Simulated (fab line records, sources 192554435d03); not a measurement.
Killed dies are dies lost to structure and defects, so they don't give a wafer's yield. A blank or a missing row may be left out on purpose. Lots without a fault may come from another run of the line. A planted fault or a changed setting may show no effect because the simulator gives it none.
A struck lot beside a sound one | flow n5_finfet | 15 steps out of a route of 1938
Sound: wafers L337.1, L337.2, L337.5. Struck: wafers L342.3, L342.5. (L342.4 of the same lot was not struck and is left out.) The cause comes at the end.
At each step with rows: each side's tool, then ch and its chambers, then its first start. Under that, the readings that differ: sound wafers | struck wafers | difference of the means | sigmas: that difference in standard deviations of wafers without a fault.
alike: readings whose means differ by less than 2 such deviations, and words and numbers that are the same on both sides. not compared: withheld readings, readings that some wafer has no value for, bounds like >300 that may hide the same value, and numbers for which the record gives no deviation and whose values overlap.
The two part at a step that has a row with sigmas, a row that says differs or no value, or rows on one side only. Numbers that don't overlap but have no deviation are shown without sigmas and don't part them. A reading that every wafer of one side lacks parts them only if that side has two wafers or more.

first, 6 steps without rows for these wafers: N5_BEOL_M9_COAT_22 (resist thk 30 nm); N5_BEOL_M9_EBR_24; N5_BEOL_M9_SOFTBAKE_23 (time 60 s); N5_BEOL_M9_EXPOSE_25 (exposes mask V8); N5_BEOL_M9_PEB_26 (peb time 60 s); N5_BEOL_M9_DEVELOP_27 (develop time 30 s).
N5_BEOL_M9_CD_MEAS_28: target cd 70 nm.
  sound on cd_sem-02 ch 0, day 14 15:26; struck on cd_sem-03 ch 0, day 17 18:38
  alike: cd_nm
N5_BEOL_M9_OVL_MEAS_29:
  sound on overlay-02 ch 0, day 14 15:28; struck on overlay-01 ch 0, day 17 18:40
  alike: V8_OVL
N5_BEOL_M9_INSPECT_30: inspects for defects (brightfield).
  sound on defect_inspect-01, day 14 15:32; struck on defect_inspect-01, day 17 18:43
  alike: raw_defect_count
N5_BEOL_M9_DESCUM_33: chemistry O2, time 7 s.
  sound on rie_diel-05 ch 1,2,3, day 14 15:34; struck on rie_diel-02 ch 0,3, day 17 18:45
  alike: drypump_motor_current_A, oes_product_au, rf_vpp_V, showerhead_plenum_p_Torr, throttle_valve_pct
  not compared: rf_hours_counter_h
N5_BEOL_M9_ETCH_76: etches underlayer in N2/H2, target depth 6.5 nm, time 5.2 s.
  sound on rie_diel-05 ch 1,2,3, day 14 15:36; struck on rie_diel-02 ch 0,3, day 17 18:47
  alike: drypump_motor_current_A, etch_rf_on_time_s, oes_product_au, rf_vpp_V, showerhead_plenum_p_Torr, throttle_valve_pct
  not compared: rf_hours_counter_h
N5_BEOL_M9_ETCH_65: etches SiARC in CF4, target depth 15.6 nm, time 26 s.
  sound on rie_diel-05 ch 1,2,3, day 14 15:37; struck on rie_diel-02 ch 0,3, day 17 18:48
  alike: drypump_motor_current_A, etch_rf_on_time_s, oes_product_au, rf_vpp_V, showerhead_plenum_p_Torr, throttle_valve_pct
  not compared: rf_hours_counter_h
N5_BEOL_M9_ETCH_66: etches SOC in N2/H2, target depth 80 nm, overetch 16 nm, time 120 s.
  sound on rie_diel-05 ch 1,2,3, day 14 15:38; struck on rie_diel-02 ch 0,3, day 17 18:50
  reading                                    | sound       | struck | difference | sigmas
  model.SiARC_of_BEOL_M9_COAT_64.thk_nm (nm) | 6.8 6.6 6.4 | 8 7.8  | +1         |
  alike: drypump_motor_current_A, oes_product_au, rf_vpp_V, showerhead_plenum_p_Torr, throttle_valve_pct
  not compared: rf_hours_counter_h
then, 1 step without rows for these wafers: N5_BEOL_M9_STRIP_69 (strips in N2/H2).
-- the record jumps here: 3 days lie between the struck wafers' starts before and after (it left off in module BEOL_M9 and takes up again in module PASSIVATION, whose first step shown is number 1936 of the route) --
N5_PASSIVATION_PROBE_49:
  sound on prober-01, day 17 22:13; struck on prober-01, day 20 12:02
  reading             | sound    | struck | difference | sigmas
  killed_at_front_end | 56 46 49 | 24     | -26        | -2
  alike: defect_limited_yield, killed_at_M0_to_M3, killed_at_M4_up, killed_at_contacts, killed_at_other, killed_dies, killed_open, killed_short, sort_bin_4_leakage, sort_bin_5_function, sort_bin_6_memory, sort_n_pass, sort_yield_pct

WHERE THEY PART
Only at N5_PASSIVATION_PROBE_49, within this record.

WHY: what the simulator had put in
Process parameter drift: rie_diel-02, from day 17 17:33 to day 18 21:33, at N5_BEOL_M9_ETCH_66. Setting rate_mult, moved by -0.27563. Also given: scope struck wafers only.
